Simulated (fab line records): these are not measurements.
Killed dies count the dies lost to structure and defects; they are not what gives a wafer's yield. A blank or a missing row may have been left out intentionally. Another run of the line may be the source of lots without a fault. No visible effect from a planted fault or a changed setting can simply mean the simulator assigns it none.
A lot that was struck, set against a sound lot :: flow n5_finfet :: 34 out of 1938 route steps
Sound: the wafers L655.4, L655.5, L655.6. Struck: wafers L661.3, L661.6 (left out: L661.4, a lot-mate that was not struck); the cause follows at the end.
Each step with rows lists, per side, the tool, then ch with its chambers, then its first start. Under that, the readings that differ: sound wafers :: struck wafers :: difference of the means :: sigmas: that difference in standard deviations of wafers without a fault.
alike: readings with means less than 2 such deviations apart, plus words and numbers identical on both sides. not compared: withheld readings, readings lacking a value on some wafer, bounds such as >300 that could conceal the same value, and numbers that have no deviation in the record and whose values overlap.
Wherever a step has rows on one side only, a row that says differs or no value, or a row with sigmas, the two part there. Numbers that don't overlap but have no deviation are shown without sigmas and don't part them. Lack of a reading on every wafer of one side parts them only where that side has two or more wafers.

first, 7 steps without rows for these wafers: N5_SD_ACTIVATION_RTA_00 (time 0 s); N5_SD_ACTIVATION_LSA_01 (time 0.0008 s); N5_ILD0_LINER_00 (material SiNx, target thk 4 nm, pulse time 1 s, purge time 2 s); N5_ILD0_FCVD_FILL_01 (material SiO2 flowable, target thk 200 nm, time 328.3 s); N5_ILD0_CURE_02 (time 1800 s); N5_ILD0_CMP_03 (polishes, stops on SiNx, t overpolish 1.9 s, target thk 197.38 nm); N5_ILD0_CMP_07 (polishes SiO2 flowable, stops on poly-Si, t overpolish 1.18 s, target thk 138.88 nm).
N5_ILD0_PRECLEAN_10: cleans in NF3:NH3, afs cycles 5, time 20 s, sublimation time 60 s.
  sound on remote_plasma-01 ch 0, day 4 22:17; struck on remote_plasma-01 ch 1, day 6 09:37
reading: time_s (s)
sound: 20 20 20
struck: 16.047 16.047
difference: -3.953
sigmas: 
  alike: rf_power_w
  not compared: model.SiO2_flowable_of_ILD0_FCVD_FILL_01.thk_nm
then, 24 steps without rows for these wafers: N5_ILD0_ALD_15 (deposits SiNx, target thk 24 nm, pulse time 1 s, ald cycles 480); N5_ILD0_CMP_12 (polishes SiNx, stops on poly-Si, t overpolish 6 s, target thk 17.67 nm); N5_SDB_HM_DEP_00 (deposits SiNx from SiH4/NH3/N2, target thk 40 nm, time 35.3 s); N5_SDB_COAT_03 (time 60 s, resist thk 100 nm); N5_SDB_COAT_04 (time 60 s, resist thk 18 nm); N5_SDB_COAT_05 (resist thk 90 nm); N5_SDB_EBR_07; N5_SDB_SOFTBAKE_06 (time 60 s); N5_SDB_EXPOSE_08 (exposes mask SDB); N5_SDB_PEB_09 (peb time 60 s); N5_SDB_DEVELOP_10 (develop time 30 s); N5_SDB_DESCUM_16 (chemistry O2, time 7.9 s); N5_SDB_ETCH_17 (etches SiARC in CF4, target depth 23.4 nm, time 39 s); N5_SDB_ETCH_18 (etches SOC in N2/H2, target depth 100 nm, overetch 20 nm, time 150 s); N5_SDB_STRIP_19 (strips in N2/H2); N5_SDB_STRIP_21 (strips in CF4); N5_SDB_HM_OPEN_20 (chemistry CH3F/O2, target SiNx, stops on poly-Si, target depth 24 nm); N5_SDB_STRIP_22 (strips in N2/H2); N5_SDB_PRECLEAN_23 (cleans in dHF, time 30 s); N5_SDB_DUMMY_REMOVE_24 (chemistry TMAH, target poly-Si, stops on SiO2, target depth 142 nm, time 57 s, rinse time 30 s); N5_SDB_ETCH_25 (etches SiO2 in C4F6/O2, target depth 10 nm, time 3.3 s); N5_SDB_CUT_ETCH_26 (etches Si in HBr/Cl2/O2, target depth 129.6 nm, bt time 20 s, time 51.8 s); N5_SDB_PRECLEAN_38 (cleans in dHF, time 10 s); N5_SDB_PRECLEAN_39 (cleans in O3/DIW, time 45 s).
N5_MOL_CONTACT_COAG_WET_ETCH_116: etches the open film in SC1-inhibited, target depth 4.6 nm, rinse time 30 s.
  sound on wet_bench-05 ch 3,4,7, day 6 05:26; struck on wet_bench-01 ch 1,6, day 7 21:34
  not compared: model.SiO2_flowable_of_ILD0_FCVD_FILL_01.thk_nm
-- a jump in the record: the struck wafers' starts before and after are 3 days apart (it breaks off in module MOL_CONTACT_COAG and resumes in module BEOL_M4, where the first step shown is number 1111 of the route) --
N5_BEOL_M4_RC_MEAS_101:
  sound on prober-01 ch 0, day 9 00:50; struck on prober-02 ch 0, day 11 02:20
  alike: DIBL_N, DIBL_P, IOFF_N, IOFF_P, ION_N, ION_P, SS_N, SS_P, VT_N, VT_P

WHERE THEY PART
Nowhere in this record.

WHY: what had been put in by the simulator
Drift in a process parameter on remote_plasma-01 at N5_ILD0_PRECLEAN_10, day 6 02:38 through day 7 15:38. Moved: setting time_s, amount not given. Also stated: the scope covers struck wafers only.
